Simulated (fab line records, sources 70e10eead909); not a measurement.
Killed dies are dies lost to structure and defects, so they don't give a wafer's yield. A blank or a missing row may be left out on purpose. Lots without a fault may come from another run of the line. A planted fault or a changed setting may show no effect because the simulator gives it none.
Chamber matching | flow nand_harc | NHARC_A_BLC_STRIP_21 on rie_diel-07: 4 sister chambers
The step strips in O2. 4 wafers are shown with their chamber, then 10 later ones without.

WAFERS WITH THEIR CHAMBER
wafer  | chamber | showerhead_plenum_p_Torr (Torr)
L086.1 | 1       | 3.41
L086.6 | 3       | 3.42
L086.2 | 0       | 3.56
L086.3 | 2       | 3.37

WAFERS WITHOUT THEIR CHAMBER
wafer  | showerhead_plenum_p_Torr (Torr)
L086.5 | 3.56
L088.1 | 3.36
L088.2 | 3.41
L088.4 | 3.42
L089.1 | 3.36
L089.5 | 3.36
L089.6 | 3.42
L091.1 | 3.56
L091.4 | 3.41
L091.5 | 3.36

WHICH CHAMBER EACH WENT THROUGH
wafer  | from the rows above     | in truth
L086.5 | 0                       | 0
L088.1 | 2                       | 2
L088.2 | can't be placed: 1 or 3 | 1
L088.4 | can't be placed: 3 or 1 | 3
L089.1 | 2                       | 2
L089.5 | 2                       | 2
L089.6 | can't be placed: 3 or 1 | 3
L091.1 | 0                       | 0
L091.4 | can't be placed: 1 or 3 | 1
L091.5 | 2                       | 2
Placed correctly: 6 of 10. Can't be placed from these rows: 4 (the true chamber is among the candidates in 4). Placed wrongly: 0.
How it was worked out, from the rows above alone: a wafer's distance from a chamber is the root of the sum, over the readings, of the square of ((its reading less the chamber's mean) divided by the reading's scatter). The wafer belongs to the nearest chamber; if the next one is less than 2 further off, it can't be placed. A chamber's mean is the mean of its shown wafers. The scatter: with one shown wafer a chamber, the root of the mean of the squares of how far each hidden wafer lies from its nearest shown one.
